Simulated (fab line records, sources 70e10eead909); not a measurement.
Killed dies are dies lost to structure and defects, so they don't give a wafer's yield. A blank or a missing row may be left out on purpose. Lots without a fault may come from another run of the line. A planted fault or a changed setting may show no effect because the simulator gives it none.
Which tool did it? | flow nand_harc | 15 lots, 45 wafers sampled, at 4 steps of a route of 1302

WHAT THE GAUGES READ, wafer by wafer
The record holds no reading of a measuring or inspecting step that can be judged against a usual standard deviation.

WHICH TOOL RAN EACH LOT (tool, then ch and the chambers of the sampled wafers, then the start)
lot  | NHARC_A_BONDPAD_CMP_29        | NHARC_A_BONDPAD_ETCH_34            | NHARC_A_BONDPAD_ETCH_24            | NHARC_A_BONDPAD_CMP_19
L323 | cmp-04 ch 1,2,3, day 23 03:17 | rie_diel-10 ch 0,2,3, day 23 04:24 | rie_diel-03 ch 0,1,2, day 23 04:52 | cmp-01 ch 0,1,2, day 23 06:21
L325 | cmp-03 ch 0,1,3, day 23 19:16 | rie_diel-01 ch 0,1,2, day 23 20:16 | rie_diel-01 ch 1,2,3, day 23 20:43 | cmp-01 ch 0,1,2, day 23 22:22
L328 | cmp-03 ch 0,1,3, day 25 09:10 | rie_diel-10 ch 1,2,3, day 25 10:13 | rie_diel-10 ch 1,2,3, day 25 10:40 | cmp-03 ch 1,2, day 25 12:11
L332 | cmp-01 ch 0,2,3, day 26 06:35 | rie_diel-01 ch 0,1,2, day 26 07:34 | rie_diel-01 ch 0,3, day 26 08:02   | cmp-03 ch 2,3, day 26 09:30
L334 | cmp-03 ch 0,2,3, day 26 23:45 | rie_diel-03 ch 0,1,2, day 27 00:49 | rie_diel-01 ch 0,1,2, day 27 01:16 | cmp-04 ch 2,3, day 27 02:44
L336 | cmp-04 ch 1,3, day 28 06:58   | rie_diel-10 ch 0,1,3, day 28 07:58 | rie_diel-01 ch 0,3, day 28 08:28   | cmp-01 ch 1,2, day 28 09:59
L335 | cmp-04 ch 0,1,2, day 28 08:10 | rie_diel-03 ch 0,1,3, day 28 09:09 | rie_diel-01 ch 2,3, day 28 09:38   | cmp-01 ch 1,2,3, day 28 11:22
L338 | cmp-04 ch 0,1,2, day 28 21:43 | rie_diel-01 ch 1,2, day 28 22:46   | rie_diel-01 ch 0,3, day 28 23:14   | cmp-01 ch 1,2, day 29 00:42
L337 | cmp-04 ch 0,2,3, day 29 02:18 | rie_diel-10 ch 0,3, day 29 03:23   | rie_diel-01 ch 1,3, day 29 03:51   | cmp-03 ch 0,1,2, day 29 05:23
L339 | cmp-03 ch 0,2,3, day 30 03:34 | rie_diel-10 ch 1,2,3, day 30 04:34 | rie_diel-10 ch 0,1,2, day 30 05:01 | cmp-01 ch 0,1,2, day 30 06:32
L340 | cmp-01 ch 0,3, day 30 06:55   | rie_diel-10 ch 1,3, day 30 08:03   | rie_diel-01 ch 0,1,2, day 30 08:31 | cmp-01 ch 2,3, day 30 09:59
L342 | cmp-04 ch 0,1,3, day 30 22:29 | rie_diel-10 ch 0,1, day 30 23:35   | rie_diel-03 ch 0,3, day 31 00:02   | cmp-03 ch 1,2,3, day 31 01:35
L344 | cmp-04 ch 0,1,3, day 31 14:57 | rie_diel-10 ch 1,2,3, day 31 15:55 | rie_diel-10 ch 0,1,2, day 31 16:25 | cmp-04 ch 0,3, day 31 17:55
L345 | cmp-03 ch 2,3, day 32 03:56   | rie_diel-10 ch 0,1,3, day 32 05:03 | rie_diel-10 ch 1,2, day 32 05:30   | cmp-01 ch 0,2,3, day 32 07:10
L346 | cmp-04 ch 0,1,2, day 32 18:11 | rie_diel-01 ch 1,2, day 32 19:20   | rie_diel-10 ch 0,1,2, day 32 19:49 | cmp-01 ch 1,2,3, day 32 21:19
- NHARC_A_BONDPAD_CMP_29: polishes SiCN, target thk 200 nm.
- NHARC_A_BONDPAD_ETCH_34: etches the open film in N2/H2, target depth 60 nm, overetch 18 nm, time 65.91 s.
- NHARC_A_BONDPAD_ETCH_24: etches the open film in CF4/N2, target depth 30 nm, time 72.99 s.
- NHARC_A_BONDPAD_CMP_19: polishes, t overpolish 30 s, cu recess touch 16 s, target thk 169.82 nm.

WHAT THE TOOLS THEMSELVES READ (means of the sampled wafers that have a number; where no wafer has one, the mark that the record gives instead)
NHARC_A_BONDPAD_CMP_29. Usual: motor_current_A 12.3 A, standard deviation 1.
lot  | tool   | motor_current_A (A) | flag
L323 | cmp-04 | 12.9                |
L325 | cmp-03 | 10.9                |
L328 | cmp-03 | 11.3                |
L332 | cmp-01 | 12.3                |
L334 | cmp-03 | 11.2                |
L336 | cmp-04 | 13.0                |
L335 | cmp-04 | 12.9                |
L338 | cmp-04 | 13.0                |
L337 | cmp-04 | 12.5                |
L339 | cmp-03 | 11.2                |
L340 | cmp-01 | 12.6                |
L342 | cmp-04 | 12.5                |
L344 | cmp-04 | 12.5                |
L345 | cmp-03 | 11.2                |
L346 | cmp-04 | 13.3                |

NHARC_A_BONDPAD_ETCH_34. Usual: bias_w 149.9 W, standard deviation 0.43; chamber_pressure_mTorr 30.002 mTorr, standard deviation 0.028; drypump_motor_current_A 5.9 A, standard deviation 0.42; oes_product_au 1.003 a.u., standard deviation 0.014; rf_fwd_power_W 396.7 W, standard deviation 1.6; rf_vpp_V 429.7 V, standard deviation 3; showerhead_plenum_p_Torr 2.01 Torr, standard deviation 0.11; throttle_valve_pct 14.170 %, standard deviation 0.0091.
lot  | tool        | bias_w (W) | chamber_pressure_mTorr (mTorr) | drypump_motor_current_A (A) | oes_product_au (a.u.) | rf_fwd_power_W (W) | rf_vpp_V (V) | showerhead_plenum_p_Torr (Torr) | throttle_valve_pct (%) | flag
L323 | rie_diel-10 | 150.1      | 30.006                         | 5.7                         | 1.007                 | 397.0              | 429.2        | 1.98                            | 14.164                 |
L325 | rie_diel-01 | 150.3      | 29.994                         | 5.9                         | 0.987                 | 396.0              | 432.5        | 2.09                            | 14.164                 |
L328 | rie_diel-10 | 149.7      | 30.005                         | 6.1                         | 1.007                 | 397.8              | 429.8        | 2.00                            | 14.170                 |
L332 | rie_diel-01 | 149.7      | 29.993                         | 5.9                         | 1.003                 | 395.1              | 432.4        | 2.09                            | 14.182                 |
L334 | rie_diel-03 | 149.9      | 29.996                         | 6.0                         | 1.011                 | 396.1              | 432.3        | 2.12                            | 14.173                 |
L336 | rie_diel-10 | 150.1      | 30.029                         | 5.7                         | 1.008                 | 398.1              | 427.3        | 1.93                            | 14.169                 |
L335 | rie_diel-03 | 150.1      | 30.029                         | 5.9                         | 1.012                 | 397.3              | 430.9        | 2.07                            | 14.170                 |
L338 | rie_diel-01 | 149.8      | 29.973                         | 5.6                         | 0.983                 | 396.0              | 432.7        | 2.12                            | 14.167                 |
L337 | rie_diel-10 | 149.8      | 29.997                         | 5.4                         | 1.024                 | 395.5              | 426.8        | 1.91                            | 14.169                 |
L339 | rie_diel-10 | 150.2      | 29.991                         | 6.1                         | 1.002                 | 396.8              | 429.2        | 2.00                            | 14.167                 |
L340 | rie_diel-10 | 149.8      | 29.996                         | 5.8                         | 1.006                 | 396.4              | 427.9        | 1.93                            | 14.171                 |
L342 | rie_diel-10 | 150.3      | 29.988                         | 5.6                         | 1.003                 | 399.8              | 427.2        | 1.93                            | 14.165                 |
L344 | rie_diel-10 | 149.9      | 29.979                         | 6.1                         | 0.998                 | 396.5              | 428.9        | 2.00                            | 14.169                 |
L345 | rie_diel-10 | 150.0      | 30.001                         | 5.7                         | 1.006                 | 396.8              | 428.0        | 1.93                            | 14.169                 |
L346 | rie_diel-01 | 150.2      | 30.006                         | 5.6                         | 0.985                 | 396.0              | 432.8        | 2.11                            | 14.167                 |

NHARC_A_BONDPAD_ETCH_24. Usual: bias_w 100.02 W, standard deviation 0.3; cf4_flow_sccm 50.02 sccm, standard deviation 0.15; drypump_motor_current_A 5.8 A, standard deviation 0.42; oes_product_au 1.003 a.u., standard deviation 0.012; rf_fwd_power_W 297.4 W, standard deviation 1.1; rf_vpp_V 313.9 V, standard deviation 2.5; showerhead_plenum_p_Torr 2.60 Torr, standard deviation 0.13; throttle_valve_pct 19.793 %, standard deviation 0.0097.
lot  | tool        | bias_w (W) | cf4_flow_sccm (sccm) | drypump_motor_current_A (A) | oes_product_au (a.u.) | rf_fwd_power_W (W) | rf_vpp_V (V) | showerhead_plenum_p_Torr (Torr) | throttle_valve_pct (%) | flag
L323 | rie_diel-03 | 99.98      | 50.13                | 6.0                         | 1.013                 | 297.2              | 315.9        | 2.73                            | 19.789                 |
L325 | rie_diel-01 | 100.07     | 49.94                | 5.5                         | 0.985                 | 297.7              | 313.2        | 2.60                            | 19.802                 |
L328 | rie_diel-10 | 100.02     | 50.01                | 6.1                         | 1.004                 | 297.3              | 313.3        | 2.58                            | 19.787                 |
L332 | rie_diel-01 | 100.39     | 50.10                | 5.5                         | 1.008                 | 296.9              | 311.6        | 2.53                            | 19.791                 |
L334 | rie_diel-01 | 99.81      | 50.12                | 5.9                         | 1.005                 | 297.6              | 315.8        | 2.68                            | 19.790                 |
L336 | rie_diel-01 | 99.96      | 50.10                | 5.6                         | 1.002                 | 296.4              | 312.4        | 2.52                            | 19.791                 |
L335 | rie_diel-01 | 100.15     | 50.01                | 5.4                         | 1.001                 | 297.0              | 310.7        | 2.46                            | 19.794                 |
L338 | rie_diel-01 | 100.44     | 49.98                | 5.9                         | 1.008                 | 296.5              | 313.5        | 2.60                            | 19.789                 |
L337 | rie_diel-01 | -          | -                    | -                           | -                     | -                  | -            | -                               | -                      | OFF
L339 | rie_diel-10 | -          | -                    | -                           | -                     | -                  | -            | -                               | -                      | OFF
L340 | rie_diel-01 | -          | -                    | -                           | -                     | -                  | -            | -                               | -                      | OFF
L342 | rie_diel-03 | 100.17     | 49.95                | 5.9                         | 1.006                 | 297.7              | 313.2        | 2.62                            | 19.793                 |
L344 | rie_diel-10 | 100.13     | 49.96                | 6.0                         | 1.001                 | 297.8              | 313.8        | 2.58                            | 19.794                 |
L345 | rie_diel-10 | 100.07     | 50.09                | 6.4                         | 1.000                 | 299.2              | 315.4        | 2.67                            | 19.780                 |
L346 | rie_diel-10 | 100.27     | 50.09                | 6.0                         | 0.999                 | 298.4              | 313.2        | 2.58                            | 19.793                 |

NHARC_A_BONDPAD_CMP_19. Usual: motor_current_A 12.2 A, standard deviation 1.1; overpolish_run_s 29.998 s, standard deviation 0.0097.
lot  | tool   | motor_current_A (A) | overpolish_run_s (s) | flag
L323 | cmp-01 | 12.8                | 29.999               |
L325 | cmp-01 | 13.3                | 29.998               |
L328 | cmp-03 | 12.3                | 29.990               |
L332 | cmp-03 | 10.5                | 30.000               |
L334 | cmp-04 | 12.8                | 30.009               |
L336 | cmp-01 | 13.2                | 29.991               |
L335 | cmp-01 | 13.5                | 29.999               |
L338 | cmp-01 | 13.4                | 30.005               |
L337 | cmp-03 | 11.6                | 29.999               |
L339 | cmp-01 | 13.0                | 29.993               |
L340 | cmp-01 | 12.3                | 30.000               |
L342 | cmp-03 | 11.5                | 29.997               |
L344 | cmp-04 | 11.6                | 29.989               |
L345 | cmp-01 | 12.2                | 29.996               |
L346 | cmp-01 | 12.7                | 30.001               |

THE ANSWER, worked out from the rows above alone
Rule: a lot is off if the mean of its wafers that have a number lies more than 3 standard deviations from the usual mean. A lot without any number at a reading at which 4 lots or more have one is off too. The other lots that the step has rows for count as sound. The gauges are gone through in route order, then the tools' own readings, and for those a lot's mean is taken as printed above. The first step at which some lot is off is used, and at that step the reading that is off furthest; a lot without a number counts as furthest.
Off: L337, L339, L340, at NHARC_A_BONDPAD_ETCH_24 (bias_w). Without a number there: L337, L339, L340.
A tool fits if, at that step or a process step before it, it ran every lot that is off, and no sound lot after the first of them. None of those tried fits.

WHAT THE SIMULATOR HAD PUT IN
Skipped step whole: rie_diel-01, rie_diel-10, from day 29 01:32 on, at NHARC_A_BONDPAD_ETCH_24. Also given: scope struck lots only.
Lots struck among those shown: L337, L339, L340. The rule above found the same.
